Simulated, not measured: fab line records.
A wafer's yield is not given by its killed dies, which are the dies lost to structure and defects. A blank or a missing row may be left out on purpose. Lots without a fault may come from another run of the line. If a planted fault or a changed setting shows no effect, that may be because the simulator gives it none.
A lot that was struck, set against a sound lot :: flow n5Finfet :: 21 out of 1938 route steps
Sound: the wafers L579.4, L579.5, L579.6. Wafers L569.1, L569.3, L569.6 were the ones struck. The cause is given at the end.
Per side, at each step with rows, come the tool, then ch with its chambers, and then its first start. Under that, the readings that differ: sound wafers :: struck wafers :: difference of the means :: sigmas: that difference in standard deviations of wafers without a fault.
alike: a reading whose means differ by less than 2 such deviations, as well as words and numbers matching on both sides. not compared: withheld readings; readings where some wafer has no value; bounds like >300 that might hide an equal value; numbers whose values overlap and for which the record gives no deviation.
Wherever a step has rows on one side only, a row that says differs or no value, or a row with sigmas, the two part there. Non-overlapping numbers with no deviation appear without sigmas and do not part them. Lack of a reading on every wafer of one side parts them only where that side has two or more wafers.

first, 9 steps without rows for these wafers: N5_FIN_SAQP_EXPOSE_13 (exposes mask FIN CORE, target cd 35.6 nm); N5_FIN_SAQP_PEB_14 (peb time 60 s); N5_FIN_SAQP_DEVELOP_15 (develop time 30 s); N5_FIN_SAQP_DESCUM_21 (chemistry O2, time 7.9 s); N5_FIN_SAQP_ETCH_51 (etches SiARC in CF4, target depth 45.5 nm, time 75.8 s); N5_FIN_SAQP_ETCH_52 (etches SOC in N2/H2, target depth 100 nm, overetch 20 nm, time 150 s); N5_FIN_SAQP_STRIP_53 (strips in N2/H2); N5_FIN_SAQP_HM_OPEN_73 (chemistry CHF3/O2, target SiO2, stops on a-Si, target depth 12 nm, time 16.8 s); N5_FIN_SAQP_STRIP_74 (strips in CHF3/O2).
N5_FIN_SAQP_MANDREL_ETCH_22: etches a-Si in HBr/Cl2, stops on SiNx, target depth 60 nm, bt time 10 s, time 30 s.
  sound on rieSi-02 ch 0,2,3, day 6 04:27; struck on rieSi-06 ch 0,2, day 3 19:53
  no value came back on the struck wafers for any of 8 readings (HBr_flow_sccm (sccm), biasW (W) and others); on the sound wafers HBr_flow_sccm (sccm) reads 149.8 150.4 150.1
reading: model.SOC_of_FIN_SAQP_COAT_49.thkNm (nm)
sound: 76.45 75.64 75.77
struck: 99.33 99.42 99.44
difference: +23.44
sigmas: 
  not compared: rfHoursCounterH
then, 5 steps without rows for these wafers: N5_FIN_SAQP_STRIP_55 (strips in N2/H2); N5_FIN_SAQP_STRIP_23 (strips in SPM, time 750 s); N5_FIN_SAQP_SRD_66 (time 30 s); N5_FIN_SAQP_RECESS_75 (chemistry HF/NH3, target SiO2, target depth 14.4 nm, afs cycles 3, sublimation time 60 s); N5_FIN_SAQP_SPACER1_ALD_24 (deposits SiO2, target thk 20.3 nm, pulse time 1 s, purge time 2 s).
N5_FIN_SAQP_SPACER1_ETCHBACK_25: etches SiO2 in CHF3/O2, target depth 24.4 nm, time 12.2 s.
  sound on rieDiel-02 ch 0,1,3, day 6 05:56; struck on rieDiel-03 ch 1,3, day 3 22:33
reading: oesProductAu (a.u.)
sound: 0.86 0.78 0.74
struck: 0.29 0.37 0.30
difference: -0.47
sigmas: -6
  alike: drypumpMotorCurrentA, rfFwdPowerW, rfVppV, showerheadPlenumPTorr, throttleValvePct
  not compared: rfHoursCounterH
then, 1 step without rows for these wafers: N5_FIN_SAQP_MANDREL1_REMOVE_56 (chemistry HBr/Cl2/O2, target a-Si, stops on SiNx, bt time 10 s).
N5_FIN_SAQP_CD_MEAS_27: the cd target is 20 nm.
  sound on cdSem-01 ch 0, day 6 06:08; struck on cdSem-01 ch 0, day 3 22:45
reading: cdNm (nm)
sound: 20.40 20.28 19.71
struck: - - -
difference: no value on the struck wafers
sigmas: 
then, 1 step without rows for these wafers: N5_FIN_SAQP_ETCH_57 (etches SiNx in CH3F/O2, target depth 32.5 nm, time 46.4 s).
N5_BEOL_M4_RC_MEAS_101:
  the record has rows for the sound wafers here (prober-01 ch 0, day 12 21:39) and none for the struck ones
-- the record jumps here: 11 days lie between the struck wafers' starts before and after (it left off in module BEOL_M4 and takes up again in module PASSIVATION, whose first step shown is number 1936 of the route) --
N5_PASSIVATION_PROBE_49:
  the record has rows for the struck wafers here (prober-02, day 15 07:06) and none for the sound ones

## WHERE THEY PART
First at N5_FIN_SAQP_MANDREL_ETCH_22; last, within this record, at N5_PASSIVATION_PROBE_49.

WHY: the cause the simulator had injected
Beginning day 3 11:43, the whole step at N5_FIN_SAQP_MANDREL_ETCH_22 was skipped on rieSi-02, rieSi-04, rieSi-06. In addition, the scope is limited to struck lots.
